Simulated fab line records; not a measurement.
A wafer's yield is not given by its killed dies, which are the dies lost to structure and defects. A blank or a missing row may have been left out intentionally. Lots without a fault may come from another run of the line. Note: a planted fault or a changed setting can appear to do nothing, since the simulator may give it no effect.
Problem report in the 8D (eight disciplines) form, filled by code | flow n5Finfet | the parts of the form that need people (team, actions taken, sign-off) are left out

1. PROBLEM STATEMENT
At N5_BEOL_M11_COAT_64, spinSpeedRpm averages 1585.7 rpm over 6 wafers from 2 lots, while fault-free wafers read 1500.3 rpm, standard deviation 0.99. Measured from the usual mean, that is +86 standard deviations.
The step: time 60 s, resist thk 30 nm.
Seen first at day 11 17:30 on lithoTrack-04, wafer L817.2. The record holds 12 wafers of 4 lots with a number at this step. Rule for "out" (also "out of limits"): further than 4 standard deviations from the usual mean. Any other wafer with a number is counted as sound.

2. WHAT IT IS; WHAT IT IS NOT
question                    | is                     | is not
which readings at this step | spinSpeedRpm           | exhaustPa, plateTempC
which lots                  | L817, L821             | L813, L832
which wafers of those lots  | all that have a number | -
read on which tools         | lithoTrack-04          | lithoTrack-05
when                        | from day 11 17:30      | up to then (3 sound wafers); but 3 sound wafers of L832 came after

3. WHAT RULES OUT EACH SUSPECT
Counting: a tool at a process step up to the reading stays a suspect if it ran every lot that is out and no sound lot after the first of them.
- lithoTrack-04 at N5_BEOL_M11_COAT_64 (time 60 s, resist thk 30 nm): kept. It ran every lot that is out, first L817 (day 11 17:30), and no sound lot after that; its last sound lot up to then is L813 (day 10 12:56). Its own spinSpeedRpm readings are out on those wafers.
Remaining after the count: lithoTrack-04 at N5_BEOL_M11_COAT_64.

4. THE CAUSE (what the simulator had put in)
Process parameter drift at N5_BEOL_M11_COAT_64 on lithoTrack-04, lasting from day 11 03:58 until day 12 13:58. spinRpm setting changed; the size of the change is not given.
This tool alone remained once counting was done.

5. SEQUENCE OF EFFECTS, ordered by route
One row per reading whose mean, taken over the struck wafers that have a number, lies over 3 standard deviations from the usual. Scope: only readings with a usual standard deviation given in the record; hours: median across lots of the time from each lot's start at the first step in this table that gives one to its start at this step; sigmas: change in usual standard deviations.
hours | step                | reading      | usual      | on struck wafers | change | sigmas
0     | N5_BEOL_M11_COAT_64 | spinSpeedRpm | 1500.3 rpm | 1585.7           | +85.4  | +86
The process steps in it:
- N5_BEOL_M11_COAT_64: time 60 s, resist thk 30 nm.

6. WHAT WOULD HAVE CAUGHT IT SOONER
In this record the first reading out of limits was taken at day 11 17:30, 14 hours after the fault began at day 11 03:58.
